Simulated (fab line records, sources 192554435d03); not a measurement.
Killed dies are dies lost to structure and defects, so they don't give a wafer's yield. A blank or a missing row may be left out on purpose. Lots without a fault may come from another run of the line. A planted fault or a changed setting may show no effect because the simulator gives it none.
Which tool did it? | flow n5_finfet | 10 lots, 30 wafers sampled, at 3 steps of a route of 1938

WHAT THE GAUGES READ, wafer by wafer
N5_BEOL_M15_INSPECT_30: inspects for defects (macro).
lot  | measured     | on                | raw_defect_count
L987 | day 11 04:49 | defect_inspect-01 | 3 3 0
L990 | day 11 19:14 | defect_inspect-02 | 2 0 4
L992 | day 12 23:56 | defect_inspect-01 | 5 1 0
L994 | day 13 09:37 | defect_inspect-02 | 2 2 3
L997 | day 13 16:23 | defect_inspect-02 | 2 3 2
L996 | day 13 20:35 | defect_inspect-02 | 0 1 1
L100 | day 14 18:53 | defect_inspect-02 | 2 2 1
L107 | day 17 03:08 | defect_inspect-01 | >300 >300 >300
L110 | day 17 03:26 | defect_inspect-02 | 3 4 2
L108 | day 17 06:28 | defect_inspect-02 | >300 >300 >300

WHICH TOOL RAN EACH LOT (tool, then ch and the chambers of the sampled wafers, then the start)
lot  | N5_BEOL_M15_ETCH_59                | N5_BEOL_M15_STRIP_65
L987 | rie_diel-01 ch 1,3, day 11 03:26   | wet_bench-02 ch 1,5,6, day 11 03:50
L990 | rie_diel-02 ch 0,3, day 11 17:41   | wet_bench-01 ch 1,5,7, day 11 18:05
L992 | rie_diel-02 ch 0,1, day 12 22:17   | wet_bench-02 ch 1,4,6, day 12 22:42
L994 | rie_diel-01 ch 0,1, day 13 08:06   | wet_bench-02 ch 0,1,4, day 13 08:30
L997 | rie_diel-02 ch 1,2,3, day 13 14:52 | wet_bench-01 ch 0,3,4, day 13 15:16
L996 | rie_diel-01 ch 1,2,3, day 13 19:10 | wet_bench-02 ch 2,3,5, day 13 19:35
L100 | rie_diel-06 ch 0,2,3, day 14 17:22 | wet_bench-06 ch 0,5,7, day 14 17:46
L107 | rie_diel-06 ch 0,1,2, day 17 01:24 | wet_bench-01 ch 0,2,5, day 17 01:48
L110 | rie_diel-06 ch 0,1,2, day 17 01:49 | wet_bench-02 ch 1,5,6, day 17 02:13
L108 | rie_diel-06 ch 2,3, day 17 04:56   | wet_bench-01 ch 2,3,6, day 17 05:20
- N5_BEOL_M15_ETCH_59: etches BARC in N2/H2, target depth 89 nm, overetch 26.7 nm, time 67.9 s.
- N5_BEOL_M15_STRIP_65: strips in post etch residue remover, time 60 s.

THE ANSWER, worked out from the rows above alone
Rule: what is usual is taken from the lots themselves. Put in order of their means at a reading, lots are off if they are a third of the lots or fewer, leave a main group of 4 or more, and stand apart from it by a gap of 3 or more times the standard deviation of the main group's means; of several such gaps the widest counts. A main group whose means are all the same, to the digits that the tables above print for the reading, isn't used. A lot without any number at a reading at which 4 lots or more have one is off too. The other lots that the step has rows for count as sound.
Off: L107, L108, at N5_BEOL_M15_INSPECT_30 (raw_defect_count). Without a number there: L107, L108. The main group: mean 2.0, standard deviation 0.62.
A tool fits if, at a process step before that reading, it ran every lot that is off, and no sound lot after the first of them. The gauges at N5_BEOL_M15_INSPECT_30 are tried like those tools. One fits: wet_bench-01 at N5_BEOL_M15_STRIP_65. Its last sound lot is L997 (day 13 15:16), its first lot that is off L107 (day 17 01:48): a fault that began between those two fits.

WHAT THE SIMULATOR HAD PUT IN
Chamber particle source: wet_bench-01, from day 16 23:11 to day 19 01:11, at N5_BEOL_M15_STRIP_65. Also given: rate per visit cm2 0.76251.
Lots struck among those shown: L107, L108. The rule above found the same.
